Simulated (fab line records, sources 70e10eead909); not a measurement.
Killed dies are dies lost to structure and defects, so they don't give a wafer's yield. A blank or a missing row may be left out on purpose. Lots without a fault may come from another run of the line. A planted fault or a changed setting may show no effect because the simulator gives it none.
Which tool did it? | flow nand_harc | 24 lots, 72 wafers sampled, at 6 steps of a route of 1302

WHAT THE GAUGES READ, wafer by wafer
The record holds no reading of a measuring or inspecting step that can be judged against a usual standard deviation.

WHICH TOOL RAN EACH LOT (tool, then ch and the chambers of the sampled wafers, then the start)
lot  | NHARC_P_ZERO_WELL_DESCUM_39        | NHARC_P_GATE_ETCHBACK_37                      | NHARC_P_GATE_STRIP_111               | NHARC_P_M1_ETCH_15                            | NHARC_P_M1_DEGAS_29          | NHARC_P_M2_DEGAS_29
L074 | rie_diel-08 ch 0,1,3, day 2 00:30  | rie_diel-03 ch 1,2,3, day 5 11:59 or earlier  | plasma_asher-02 ch 0,1, day 5 11:59  | rie_diel-02 ch 0,1,3, day 6 05:53 or earlier  | pvd_sputter-03, day 6 05:53  | pvd_sputter-01, day 6 10:16
L075 | rie_diel-08 ch 0,3, day 2 10:23    | rie_diel-13 ch 0,1,2, day 6 02:07 or earlier  | plasma_asher-01 ch 0,1, day 6 02:07  | rie_diel-05 ch 1,3, day 6 19:10 or earlier    | pvd_sputter-01, day 6 19:10  | pvd_sputter-01, day 7 00:11
L076 | rie_diel-04 ch 0,1,2, day 3 00:11  | rie_diel-13 ch 0,1,2, day 6 12:02 or earlier  | plasma_asher-01 ch 0,1, day 6 12:02  | rie_diel-04 ch 0,1, day 7 07:03 or earlier    | pvd_sputter-01, day 7 07:03  | pvd_sputter-01, day 7 11:19
L077 | rie_diel-04 ch 0,2,3, day 3 06:37  | rie_diel-03 ch 1,2,3, day 6 21:38 or earlier  | plasma_asher-02 ch 0,1, day 6 21:38  | rie_diel-05 ch 0,1,3, day 7 14:44 or earlier  | pvd_sputter-01, day 7 14:44  | pvd_sputter-03, day 7 18:48
L078 | rie_diel-11 ch 0,2,3, day 3 16:08  | rie_diel-06 ch 1,2, day 7 16:01 or earlier    | plasma_asher-01 ch 0,1, day 7 16:01  | rie_diel-05 ch 2,3, day 8 09:19 or earlier    | pvd_sputter-02, day 8 09:19  | pvd_sputter-01, day 8 13:32
L079 | rie_diel-04 ch 2,3, day 4 02:24    | rie_diel-13 ch 2,3, day 7 15:50 or earlier    | plasma_asher-02 ch 0,1, day 7 15:50  | rie_diel-02 ch 1,3, day 8 09:00 or earlier    | pvd_sputter-01, day 8 09:00  | pvd_sputter-03, day 8 13:18
L080 | rie_diel-08 ch 0,2, day 4 12:38    | rie_diel-06 ch 0,1,3, day 8 09:34 or earlier  | plasma_asher-01 ch 0,1, day 8 09:34  | rie_diel-02 ch 0,1,3, day 9 02:56 or earlier  | pvd_sputter-01, day 9 02:56  | pvd_sputter-02, day 9 07:04
L081 | rie_diel-04 ch 0,1,3, day 4 22:17  | rie_diel-06 ch 1,3, day 8 15:17 or earlier    | plasma_asher-01 ch 0,1, day 8 15:17  | rie_diel-02 ch 0,1,2, day 9 08:46 or earlier  | pvd_sputter-03, day 9 08:46  | pvd_sputter-01, day 9 12:49
L082 | rie_diel-04 ch 0,2, day 5 08:08    | rie_diel-03 ch 1,3, day 8 22:09 or earlier    | plasma_asher-02 ch 0,1, day 8 22:09  | rie_diel-05 ch 0,1,3, day 9 15:10 or earlier  | pvd_sputter-01, day 9 15:10  | pvd_sputter-01, day 9 19:26
L083 | rie_diel-04 ch 1,3, day 5 18:43    | rie_diel-13 ch 0,3, day 9 08:09 or earlier    | plasma_asher-01 ch 0,1, day 9 08:09  | rie_diel-05 ch 0,2, day 10 01:52 or earlier   | pvd_sputter-02, day 10 01:52 | pvd_sputter-02, day 10 05:54
L084 | rie_diel-11 ch 0,1,2, day 6 04:03  | rie_diel-13 ch 1,2,3, day 10 02:09 or earlier | plasma_asher-02 ch 0,1, day 10 02:09 | rie_diel-02 ch 0,2,3, day 10 19:02 or earlier | pvd_sputter-02, day 10 19:02 | pvd_sputter-03, day 10 23:13
L085 | rie_diel-11 ch 0,1,2, day 6 14:12  | rie_diel-13 ch 2,3, day 10 07:34 or earlier   | plasma_asher-01 ch 0,1, day 10 07:34 | rie_diel-02 ch 0,3, day 11 00:23 or earlier   | pvd_sputter-03, day 11 00:23 | pvd_sputter-01, day 11 04:23
L086 | rie_diel-08 ch 2,3, day 7 00:11    | rie_diel-03 ch 0,2,3, day 10 11:28 or earlier | plasma_asher-02 ch 0,1, day 10 11:28 | rie_diel-05 ch 1,2,3, day 11 04:18 or earlier | pvd_sputter-03, day 11 04:18 | pvd_sputter-03, day 11 08:29
L087 | rie_diel-11 ch 0,1,2, day 7 10:37  | rie_diel-13 ch 0,1,3, day 10 18:53 or earlier | plasma_asher-01 ch 0,1, day 10 18:53 | rie_diel-05 ch 0,1, day 11 11:35 or earlier   | pvd_sputter-01, day 11 11:35 | pvd_sputter-03, day 11 15:38
L088 | rie_diel-04 ch 0,1,3, day 7 21:46  | rie_diel-03 ch 1,2, day 11 14:44 or earlier   | plasma_asher-01 ch 0,1, day 11 14:44 | rie_diel-05 ch 2,3, day 12 08:13 or earlier   | pvd_sputter-02, day 12 08:13 | pvd_sputter-03, day 12 12:25
L089 | rie_diel-08 ch 1,2,3, day 8 06:19  | rie_diel-06 ch 0,2,3, day 11 14:19 or earlier | plasma_asher-01 ch 0,1, day 11 14:19 | rie_diel-05 ch 0,1,2, day 12 07:23 or earlier | pvd_sputter-01, day 12 07:23 | pvd_sputter-02, day 12 11:26
L090 | rie_diel-11 ch 0,1,3, day 8 16:26  | rie_diel-13 ch 0,1,2, day 12 06:14 or earlier | plasma_asher-01 ch 0,1, day 12 06:14 | rie_diel-02 ch 0,1,2, day 12 23:23 or earlier | pvd_sputter-03, day 12 23:23 | pvd_sputter-03, day 13 03:31
L091 | rie_diel-11 ch 1,3, day 9 02:23    | rie_diel-03 ch 0,2,3, day 12 11:07 or earlier | plasma_asher-01 ch 0,1, day 12 11:07 | rie_diel-02 ch 0,2, day 13 07:25 or earlier   | pvd_sputter-02, day 13 07:25 | pvd_sputter-03, day 13 11:34
L092 | rie_diel-08 ch 1,2,3, day 9 12:46  | rie_diel-13 ch 0,2,3, day 13 07:29 or earlier | plasma_asher-01 ch 0,1, day 13 07:29 | rie_diel-04 ch 0,1,3, day 14 00:19 or earlier | pvd_sputter-03, day 14 00:19 | pvd_sputter-01, day 14 04:26
L093 | rie_diel-04 ch 2,3, day 9 22:23    | rie_diel-03 ch 1,2,3, day 13 08:07 or earlier | plasma_asher-01 ch 0,1, day 13 08:07 | rie_diel-05 ch 0,1,2, day 14 01:13 or earlier | pvd_sputter-01, day 14 01:13 | pvd_sputter-02, day 14 05:14
L094 | rie_diel-11 ch 0,1,3, day 10 08:25 | rie_diel-13 ch 0,1,3, day 13 21:48 or earlier | plasma_asher-02 ch 0,1, day 13 21:48 | rie_diel-02 ch 0,1,2, day 14 15:31 or earlier | pvd_sputter-01, day 14 15:31 | pvd_sputter-03, day 14 19:44
L095 | rie_diel-11 ch 1,3, day 10 18:16   | rie_diel-03 ch 0,1, day 14 10:43 or earlier   | plasma_asher-01 ch 0,1, day 14 10:43 | rie_diel-04 ch 0,2, day 15 04:02 or earlier   | pvd_sputter-01, day 15 04:02 | pvd_sputter-02, day 15 08:10
L096 | rie_diel-08 ch 1,2,3, day 11 04:22 | rie_diel-13 ch 1,2, day 14 20:07 or earlier   | plasma_asher-01 ch 0,1, day 14 20:07 | rie_diel-04 ch 0,1, day 15 13:02 or earlier   | pvd_sputter-02, day 15 13:02 | pvd_sputter-02, day 15 17:17
L097 | rie_diel-04 ch 1,2, day 11 14:18   | rie_diel-03 ch 1,2, day 15 04:02 or earlier   | plasma_asher-02 ch 1, day 15 04:02   | rie_diel-05 ch 0,1, day 15 20:56 or earlier   | pvd_sputter-02, day 15 20:56 | pvd_sputter-01, day 16 01:49
- NHARC_P_ZERO_WELL_DESCUM_39: chemistry O2, time 3 s.
- NHARC_P_GATE_ETCHBACK_37: etches the open film in CHF3/O2, target depth 34.5 nm, time 17.2 s.
- NHARC_P_GATE_STRIP_111: strips in N2/H2, time 250 s.
- NHARC_P_M1_ETCH_15: etches the open film in C4F8/Ar, target depth 182.5 nm, time 91.2 s.
- NHARC_P_M1_DEGAS_29: time 60 s.
- NHARC_P_M2_DEGAS_29: time 60 s.

WHAT THE TOOLS THEMSELVES READ (means of the sampled wafers that have a number; where no wafer has one, the mark that the record gives instead)
NHARC_P_ZERO_WELL_DESCUM_39. Usual: drypump_motor_current_A 5.9 A, standard deviation 0.51; mfc_ar_sccm 0.010 sccm, standard deviation 0.012; oes_product_au 1.001 a.u., standard deviation 0.0089; rf_vpp_V 57.7 V, standard deviation 0.84; showerhead_plenum_p_Torr 1.89 Torr, standard deviation 0.044; throttle_valve_pct 11.314 %, standard deviation 0.0094.
lot  | tool        | drypump_motor_current_A (A) | mfc_ar_sccm (sccm) | oes_product_au (a.u.) | rf_vpp_V (V) | showerhead_plenum_p_Torr (Torr) | throttle_valve_pct (%) | flag
L074 | rie_diel-08 | 5.4                         | 0.016              | 0.999                 | 57.6         | 1.90                            | 11.315                 |
L075 | rie_diel-08 | 5.6                         | 0.007              | 1.004                 | 58.0         | 1.91                            | 11.314                 |
L076 | rie_diel-04 | 6.3                         | 0.019              | 1.004                 | 58.2         | 1.91                            | 11.303                 |
L077 | rie_diel-04 | 6.2                         | 0.021              | 1.002                 | 56.8         | 1.88                            | 11.323                 |
L078 | rie_diel-11 | 5.9                         | 0.000              | 0.997                 | 57.6         | 1.90                            | 11.318                 |
L079 | rie_diel-04 | 6.3                         | 0.023              | 1.000                 | 57.9         | 1.84                            | 11.302                 |
L080 | rie_diel-08 | 5.7                         | 0.000              | 1.002                 | 58.2         | 1.93                            | 11.309                 |
L081 | rie_diel-04 | 6.0                         | 0.011              | 1.009                 | 57.1         | 1.90                            | 11.312                 |
L082 | rie_diel-04 | 6.5                         | 0.027              | 0.999                 | 58.5         | 1.91                            | 11.311                 |
L083 | rie_diel-04 | 5.6                         | 0.005              | 1.017                 | 57.8         | 1.86                            | 11.304                 |
L084 | rie_diel-11 | 5.9                         | 0.000              | 1.002                 | 57.9         | 1.90                            | 11.315                 |
L085 | rie_diel-11 | 5.9                         | 0.000              | 0.999                 | 57.3         | 1.90                            | 11.316                 |
L086 | rie_diel-08 | 6.0                         | 0.007              | 0.992                 | 56.6         | 1.89                            | 11.318                 |
L087 | rie_diel-11 | 5.9                         | 0.000              | 0.997                 | 57.6         | 1.90                            | 11.311                 |
L088 | rie_diel-04 | 5.9                         | 0.011              | 1.003                 | 57.7         | 1.90                            | 11.319                 |
L089 | rie_diel-08 | 5.6                         | 0.016              | 1.002                 | 57.5         | 1.89                            | 11.315                 |
L090 | rie_diel-11 | 5.7                         | 0.000              | 0.989                 | 57.3         | 1.91                            | 11.318                 |
L091 | rie_diel-11 | 5.8                         | 0.000              | 0.997                 | 57.2         | 1.89                            | 11.311                 |
L092 | rie_diel-08 | 5.6                         | 0.016              | 0.998                 | 57.6         | 1.88                            | 11.307                 |
L093 | rie_diel-04 | 6.3                         | 0.023              | 1.011                 | 57.7         | 1.83                            | 11.303                 |
L094 | rie_diel-11 | 5.8                         | 0.000              | 0.993                 | 58.1         | 1.90                            | 11.321                 |
L095 | rie_diel-11 | 5.8                         | 0.000              | 0.996                 | 57.7         | 1.89                            | 11.313                 |
L096 | rie_diel-08 | 5.6                         | 0.016              | 0.998                 | 57.8         | 1.88                            | 11.314                 |
L097 | rie_diel-04 | 6.4                         | 0.021              | 1.009                 | 58.0         | 1.86                            | 11.308                 |

NHARC_P_GATE_ETCHBACK_37. Usual: chf3_flow_sccm 50.00 sccm, standard deviation 0.14; drypump_motor_current_A 5.3 A, standard deviation 0.46; mfc_ar_sccm 199.9 sccm, standard deviation 0.58; oes_product_au 0.95 a.u., standard deviation 0.035; rf_vpp_V 370.6 V, standard deviation 2.6; showerhead_plenum_p_Torr 2.40 Torr, standard deviation 0.11; throttle_valve_pct 20.572 %, standard deviation 0.01.
lot  | tool        | chf3_flow_sccm (sccm) | drypump_motor_current_A (A) | mfc_ar_sccm (sccm) | oes_product_au (a.u.) | rf_vpp_V (V) | showerhead_plenum_p_Torr (Torr) | throttle_valve_pct (%) | flag
L074 | rie_diel-03 | 49.96                 | 5.1                         | 200.3              | 0.93                  | 371.6        | 2.45                            | 20.571                 |
L075 | rie_diel-13 | 50.05                 | 5.1                         | 200.3              | 0.93                  | 369.7        | 2.36                            | 20.562                 |
L076 | rie_diel-13 | 50.02                 | 5.1                         | 200.3              | 0.92                  | 370.1        | 2.36                            | 20.569                 |
L077 | rie_diel-03 | 49.98                 | 5.1                         | 199.6              | 0.99                  | 372.5        | 2.45                            | 20.577                 |
L078 | rie_diel-06 | 49.95                 | 5.4                         | 200.7              | 1.00                  | 366.8        | 2.27                            | 20.566                 |
L079 | rie_diel-13 | 49.94                 | 5.1                         | 200.1              | 0.93                  | 372.1        | 2.48                            | 20.570                 |
L080 | rie_diel-06 | 49.87                 | 5.9                         | 200.0              | 0.94                  | 368.1        | 2.32                            | 20.573                 |
L081 | rie_diel-06 | 50.05                 | 6.2                         | 199.6              | 1.00                  | 367.9        | 2.25                            | 20.577                 |
L082 | rie_diel-03 | 50.20                 | 5.0                         | 199.4              | 0.91                  | 370.2        | 2.38                            | 20.578                 |
L083 | rie_diel-13 | 50.01                 | 5.6                         | 199.7              | 0.92                  | 371.5        | 2.43                            | 20.574                 |
L084 | rie_diel-13 | 49.84                 | 5.0                         | 199.2              | 0.99                  | 370.4        | 2.42                            | 20.575                 |
L085 | rie_diel-13 | 49.99                 | 5.3                         | 199.8              | 0.98                  | 372.9        | 2.51                            | 20.566                 |
L086 | rie_diel-03 | 50.02                 | 5.0                         | 199.4              | 0.99                  | 372.7        | 2.51                            | 20.567                 |
L087 | rie_diel-13 | 49.93                 | 5.3                         | 199.8              | 1.00                  | 369.6        | 2.39                            | 20.574                 |
L088 | rie_diel-03 | 49.98                 | 5.1                         | 199.9              | 0.99                  | 372.5        | 2.49                            | 20.571                 |
L089 | rie_diel-06 | 49.97                 | 5.8                         | 199.9              | 0.93                  | 369.6        | 2.34                            | 20.577                 |
L090 | rie_diel-13 | 49.86                 | 5.1                         | 199.8              | 0.94                  | 369.7        | 2.36                            | 20.571                 |
L091 | rie_diel-03 | 50.06                 | 5.1                         | 200.4              | 0.92                  | 372.5        | 2.51                            | 20.562                 |
L092 | rie_diel-13 | 49.96                 | 5.4                         | 199.6              | 0.94                  | 371.6        | 2.45                            | 20.561                 |
L093 | rie_diel-03 | 49.87                 | 5.1                         | 199.8              | 0.92                  | 371.5        | 2.45                            | 20.562                 |
L094 | rie_diel-13 | 50.06                 | 5.3                         | 200.2              | 0.91                  | 371.4        | 2.39                            | 20.580                 |
L095 | rie_diel-03 | 49.99                 | 5.1                         | 200.1              | 1.00                  | 370.7        | 2.40                            | 20.574                 |
L096 | rie_diel-13 | 50.11                 | 4.9                         | 200.1              | 0.93                  | 371.2        | 2.38                            | 20.576                 |
L097 | rie_diel-03 | 49.83                 | 5.1                         | 200.2              | 0.93                  | 370.1        | 2.41                            | 20.575                 |

NHARC_P_GATE_STRIP_111. Usual: drypump_motor_current_A 6.1 A, standard deviation 0.64; heater_power_w 86 W, standard deviation 9.3.
lot  | tool            | drypump_motor_current_A (A) | heater_power_w (W) | flag
L074 | plasma_asher-02 | 5.8                         | 85                 |
L075 | plasma_asher-01 | 6.5                         | 81                 |
L076 | plasma_asher-01 | 6.5                         | 82                 |
L077 | plasma_asher-02 | 5.2                         | 90                 |
L078 | plasma_asher-01 | 6.5                         | 80                 |
L079 | plasma_asher-02 | 5.8                         | 85                 |
L080 | plasma_asher-01 | 6.3                         | 85                 |
L081 | plasma_asher-01 | 6.4                         | 86                 |
L082 | plasma_asher-02 | 5.2                         | 92                 |
L083 | plasma_asher-01 | 6.5                         | 81                 |
L084 | plasma_asher-02 | 5.8                         | 85                 |
L085 | plasma_asher-01 | 6.4                         | 86                 |
L086 | plasma_asher-02 | 5.8                         | 84                 |
L087 | plasma_asher-01 | 6.5                         | 82                 |
L088 | plasma_asher-01 | 6.4                         | 82                 |
L089 | plasma_asher-01 | 6.4                         | 86                 |
L090 | plasma_asher-01 | 6.4                         | 86                 |
L091 | plasma_asher-01 | 6.5                         | 82                 |
L092 | plasma_asher-01 | 6.4                         | 81                 |
L093 | plasma_asher-01 | 6.4                         | 86                 |
L094 | plasma_asher-02 | 5.8                         | 91                 |
L095 | plasma_asher-01 | 6.5                         | 81                 |
L096 | plasma_asher-01 | 6.5                         | 81                 |
L097 | plasma_asher-02 | 4.7                         | 102                |

NHARC_P_M1_ETCH_15. Usual: oes_product_au 0.952 a.u., standard deviation 0.021; rf_vpp_V 441 V, standard deviation 3.
lot  | tool        | oes_product_au (a.u.) | rf_vpp_V (V) | flag
L074 | rie_diel-02 | 0.960                 | 442          |
L075 | rie_diel-05 | 0.941                 | 438          |
L076 | rie_diel-04 | 0.929                 | 441          |
L077 | rie_diel-05 | 0.953                 | 440          |
L078 | rie_diel-05 | 0.962                 | 439          |
L079 | rie_diel-02 | 0.958                 | 442          |
L080 | rie_diel-02 | 0.975                 | 442          |
L081 | rie_diel-02 | 0.938                 | 441          |
L082 | rie_diel-05 | 0.960                 | 440          |
L083 | rie_diel-05 | 0.929                 | 444          |
L084 | rie_diel-02 | 0.967                 | 444          |
L085 | rie_diel-02 | 0.971                 | 445          |
L086 | rie_diel-05 | 0.964                 | 440          |
L087 | rie_diel-05 | 0.972                 | 442          |
L088 | rie_diel-05 | 0.974                 | 439          |
L089 | rie_diel-05 | 0.981                 | 443          |
L090 | rie_diel-02 | 0.958                 | 442          |
L091 | rie_diel-02 | 0.965                 | 444          |
L092 | rie_diel-04 | 0.929                 | 440          |
L093 | rie_diel-05 | 0.927                 | 443          |
L094 | rie_diel-02 | 0.925                 | 442          |
L095 | rie_diel-04 | 0.929                 | 439          |
L096 | rie_diel-04 | 0.977                 | 440          |
L097 | rie_diel-05 | 0.926                 | 441          |

NHARC_P_M1_DEGAS_29. Usual: heater_power_w 329 W, standard deviation 35.
lot  | tool           | heater_power_w (W) | flag
L074 | pvd_sputter-03 | 316                |
L075 | pvd_sputter-01 | 317                |
L076 | pvd_sputter-01 | 313                |
L077 | pvd_sputter-01 | 332                |
L078 | pvd_sputter-02 | 292                |
L079 | pvd_sputter-01 | 312                |
L080 | pvd_sputter-01 | 307                |
L081 | pvd_sputter-03 | 368                |
L082 | pvd_sputter-01 | 331                |
L083 | pvd_sputter-02 | 299                |
L084 | pvd_sputter-02 | 327                |
L085 | pvd_sputter-03 | 340                |
L086 | pvd_sputter-03 | 386                |
L087 | pvd_sputter-01 | 320                |
L088 | pvd_sputter-02 | 320                |
L089 | pvd_sputter-01 | 311                |
L090 | pvd_sputter-03 | 362                |
L091 | pvd_sputter-02 | 345                |
L092 | pvd_sputter-03 | 348                |
L093 | pvd_sputter-01 | 311                |
L094 | pvd_sputter-01 | 316                |
L095 | pvd_sputter-01 | 327                |
L096 | pvd_sputter-02 | 304                |
L097 | pvd_sputter-02 | 353                |

NHARC_P_M2_DEGAS_29. Usual: heater_power_w 332 W, standard deviation 35.
lot  | tool           | heater_power_w (W) | flag
L074 | pvd_sputter-01 | 352                |
L075 | pvd_sputter-01 | 294                |
L076 | pvd_sputter-01 | 310                |
L077 | pvd_sputter-03 | 372                |
L078 | pvd_sputter-01 | 330                |
L079 | pvd_sputter-03 | 359                |
L080 | pvd_sputter-02 | 308                |
L081 | pvd_sputter-01 | 334                |
L082 | pvd_sputter-01 | 290                |
L083 | pvd_sputter-02 | 309                |
L084 | pvd_sputter-03 | 362                |
L085 | pvd_sputter-01 | 314                |
L086 | pvd_sputter-03 | 337                |
L087 | pvd_sputter-03 | 346                |
L088 | pvd_sputter-03 | 354                |
L089 | pvd_sputter-02 | 305                |
L090 | pvd_sputter-03 | 335                |
L091 | pvd_sputter-03 | 359                |
L092 | pvd_sputter-01 | 326                |
L093 | pvd_sputter-02 | 294                |
L094 | pvd_sputter-03 | 365                |
L095 | pvd_sputter-02 | 312                |
L096 | pvd_sputter-02 | 307                |
L097 | pvd_sputter-01 | 309                |

THE ANSWER, worked out from the rows above alone
Rule: a lot is off if the mean of its wafers that have a number lies more than 3 standard deviations from the usual mean. A lot without any number at a reading at which 4 lots or more have one is off too. The other lots that the step has rows for count as sound. The gauges are gone through in route order, then the tools' own readings, and for those a lot's mean is taken as printed above. The first step at which some lot is off is used, and at that step the reading that is off furthest; a lot without a number counts as furthest.
No lot is off at any reading shown: from this, nothing can be told.

WHAT THE SIMULATOR HAD PUT IN
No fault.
